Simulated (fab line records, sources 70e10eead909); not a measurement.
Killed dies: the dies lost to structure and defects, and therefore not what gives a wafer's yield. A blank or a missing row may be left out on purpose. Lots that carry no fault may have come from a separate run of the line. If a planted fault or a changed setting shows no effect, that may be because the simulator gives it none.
Chamber matching || flow nand harc || 4 sister chambers for NHARC_A_STAIRCASE_DESCUM_312 on rie diel-08
The step chemistry O2, time 3 s. 24 wafers are shown with their chamber, then 12 later ones without.

WAFERS PAIRED WITH THEIR CHAMBERS
{"wafer": "L075.1", "chamber": 3, "drypump motor current A (A)": 5.9, "showerhead plenum p Torr (Torr)": 1.89, "rf vpp V (V)": 56.9}
{"wafer": "L075.4", "chamber": 0, "drypump motor current A (A)": 5.4, "showerhead plenum p Torr (Torr)": 1.94, "rf vpp V (V)": 58.4}
{"wafer": "L075.6", "chamber": 1, "drypump motor current A (A)": 5.6, "showerhead plenum p Torr (Torr)": 1.99, "rf vpp V (V)": 59.2}
{"wafer": "L075.2", "chamber": 2, "drypump motor current A (A)": 5.6, "showerhead plenum p Torr (Torr)": 1.88, "rf vpp V (V)": 58.8}
{"wafer": "L075.3", "chamber": 1, "drypump motor current A (A)": 5.6, "showerhead plenum p Torr (Torr)": 1.99, "rf vpp V (V)": 58.2}
{"wafer": "L075.5", "chamber": 0, "drypump motor current A (A)": 5.4, "showerhead plenum p Torr (Torr)": 1.94, "rf vpp V (V)": 56.2}
{"wafer": "L078.1", "chamber": 3, "drypump motor current A (A)": 5.8, "showerhead plenum p Torr (Torr)": 1.89, "rf vpp V (V)": 58.2}
{"wafer": "L078.2", "chamber": 1, "drypump motor current A (A)": 5.6, "showerhead plenum p Torr (Torr)": 1.98, "rf vpp V (V)": 56.9}
{"wafer": "L078.4", "chamber": 2, "drypump motor current A (A)": 5.6, "showerhead plenum p Torr (Torr)": 1.87, "rf vpp V (V)": 57.1}
{"wafer": "L080.1", "chamber": 1, "drypump motor current A (A)": 5.6, "showerhead plenum p Torr (Torr)": 1.98, "rf vpp V (V)": 59.4}
{"wafer": "L080.2", "chamber": 0, "drypump motor current A (A)": 5.3, "showerhead plenum p Torr (Torr)": 1.94, "rf vpp V (V)": 59.6}
{"wafer": "L080.4", "chamber": 3, "drypump motor current A (A)": 5.8, "showerhead plenum p Torr (Torr)": 1.88, "rf vpp V (V)": 56.2}
{"wafer": "L086.2", "chamber": 3, "drypump motor current A (A)": 5.8, "showerhead plenum p Torr (Torr)": 1.88, "rf vpp V (V)": 57.4}
{"wafer": "L086.3", "chamber": 0, "drypump motor current A (A)": 5.4, "showerhead plenum p Torr (Torr)": 1.93, "rf vpp V (V)": 57.5}
{"wafer": "L086.4", "chamber": 2, "drypump motor current A (A)": 5.6, "showerhead plenum p Torr (Torr)": 1.86, "rf vpp V (V)": 56.8}
{"wafer": "L086.1", "chamber": 1, "drypump motor current A (A)": 5.6, "showerhead plenum p Torr (Torr)": 1.97, "rf vpp V (V)": 57.5}
{"wafer": "L086.5", "chamber": 2, "drypump motor current A (A)": 5.6, "showerhead plenum p Torr (Torr)": 1.86, "rf vpp V (V)": 55.7}
{"wafer": "L086.6", "chamber": 3, "drypump motor current A (A)": 5.9, "showerhead plenum p Torr (Torr)": 1.88, "rf vpp V (V)": 57.2}
{"wafer": "L088.1", "chamber": 1, "drypump motor current A (A)": 5.6, "showerhead plenum p Torr (Torr)": 1.97, "rf vpp V (V)": 58.1}
{"wafer": "L088.4", "chamber": 0, "drypump motor current A (A)": 5.3, "showerhead plenum p Torr (Torr)": 1.93, "rf vpp V (V)": 58.3}
{"wafer": "L088.6", "chamber": 3, "drypump motor current A (A)": 5.8, "showerhead plenum p Torr (Torr)": 1.87, "rf vpp V (V)": 58.1}
{"wafer": "L090.1", "chamber": 3, "drypump motor current A (A)": 5.8, "showerhead plenum p Torr (Torr)": 1.87, "rf vpp V (V)": 57.3}
{"wafer": "L090.3", "chamber": 2, "drypump motor current A (A)": 5.6, "showerhead plenum p Torr (Torr)": 1.86, "rf vpp V (V)": 57.4}
{"wafer": "L090.6", "chamber": 2, "drypump motor current A (A)": 5.6, "showerhead plenum p Torr (Torr)": 1.86, "rf vpp V (V)": 57.2}

SIGNATURES (averages over the wafers above)
{"reading": "drypump motor current A", "chamber 0": 5.360, "chamber 1": 5.600, "chamber 2": 5.600, "chamber 3": 5.829, "scatter within a chamber": 0.0363}
{"reading": "showerhead plenum p Torr", "chamber 0": 1.9360, "chamber 1": 1.9800, "chamber 2": 1.8650, "chamber 3": 1.8800, "scatter within a chamber": 0.00797}
{"reading": "rf vpp V", "chamber 0": 58.000, "chamber 1": 58.217, "chamber 2": 57.167, "chamber 3": 57.329, "scatter within a chamber": 0.969}
Rule: for each reading, subtract the chamber's mean from the wafer's reading, divide by that reading's scatter and square the result; add these up over the readings and take the root, which gives the wafer's distance from the chamber. The wafer belongs to the nearest chamber; if the next one is less than 2 further off, it can't be placed. The scatter is the square root of a quotient: the sum, over the shown wafers, of each reading's squared deviation from its chamber's mean, divided by wafers minus chambers.

WAFERS WITH NO CHAMBER GIVEN
{"wafer": "L091.1", "drypump motor current A (A)": 5.3, "showerhead plenum p Torr (Torr)": 1.93, "rf vpp V (V)": 56.3}
{"wafer": "L091.2", "drypump motor current A (A)": 5.8, "showerhead plenum p Torr (Torr)": 1.87, "rf vpp V (V)": 58.3}
{"wafer": "L091.3", "drypump motor current A (A)": 5.6, "showerhead plenum p Torr (Torr)": 1.86, "rf vpp V (V)": 57.8}
{"wafer": "L093.2", "drypump motor current A (A)": 5.6, "showerhead plenum p Torr (Torr)": 1.86, "rf vpp V (V)": 57.9}
{"wafer": "L093.4", "drypump motor current A (A)": 5.6, "showerhead plenum p Torr (Torr)": 1.97, "rf vpp V (V)": 58.1}
{"wafer": "L093.5", "drypump motor current A (A)": 5.6, "showerhead plenum p Torr (Torr)": 1.86, "rf vpp V (V)": 56.2}
{"wafer": "L096.1", "drypump motor current A (A)": 5.6, "showerhead plenum p Torr (Torr)": 1.96, "rf vpp V (V)": 59.0}
{"wafer": "L096.3", "drypump motor current A (A)": 5.8, "showerhead plenum p Torr (Torr)": 1.86, "rf vpp V (V)": 55.8}
{"wafer": "L096.6", "drypump motor current A (A)": 5.4, "showerhead plenum p Torr (Torr)": 1.92, "rf vpp V (V)": 59.0}
{"wafer": "L095.3", "drypump motor current A (A)": 5.3, "showerhead plenum p Torr (Torr)": 1.92, "rf vpp V (V)": 57.2}
{"wafer": "L095.4", "drypump motor current A (A)": 5.8, "showerhead plenum p Torr (Torr)": 1.86, "rf vpp V (V)": 56.4}
{"wafer": "L095.6", "drypump motor current A (A)": 5.6, "showerhead plenum p Torr (Torr)": 1.96, "rf vpp V (V)": 56.4}

THE CHAMBER EACH PASSED THROUGH
{"wafer": "L091.1", "from the rows above": 0, "in truth": 0}
{"wafer": "L091.2", "from the rows above": 3, "in truth": 3}
{"wafer": "L091.3", "from the rows above": 2, "in truth": 2}
{"wafer": "L093.2", "from the rows above": 2, "in truth": 2}
{"wafer": "L093.4", "from the rows above": 1, "in truth": 1}
{"wafer": "L093.5", "from the rows above": 2, "in truth": 2}
{"wafer": "L096.1", "from the rows above": 1, "in truth": 1}
{"wafer": "L096.3", "from the rows above": 3, "in truth": 3}
{"wafer": "L096.6", "from the rows above": 0, "in truth": 0}
{"wafer": "L095.3", "from the rows above": 0, "in truth": 0}
{"wafer": "L095.4", "from the rows above": 3, "in truth": 3}
{"wafer": "L095.6", "from the rows above": 1, "in truth": 1}
12 of 12 placed correctly. Not placeable from these rows: 0. Number placed wrongly: 0.
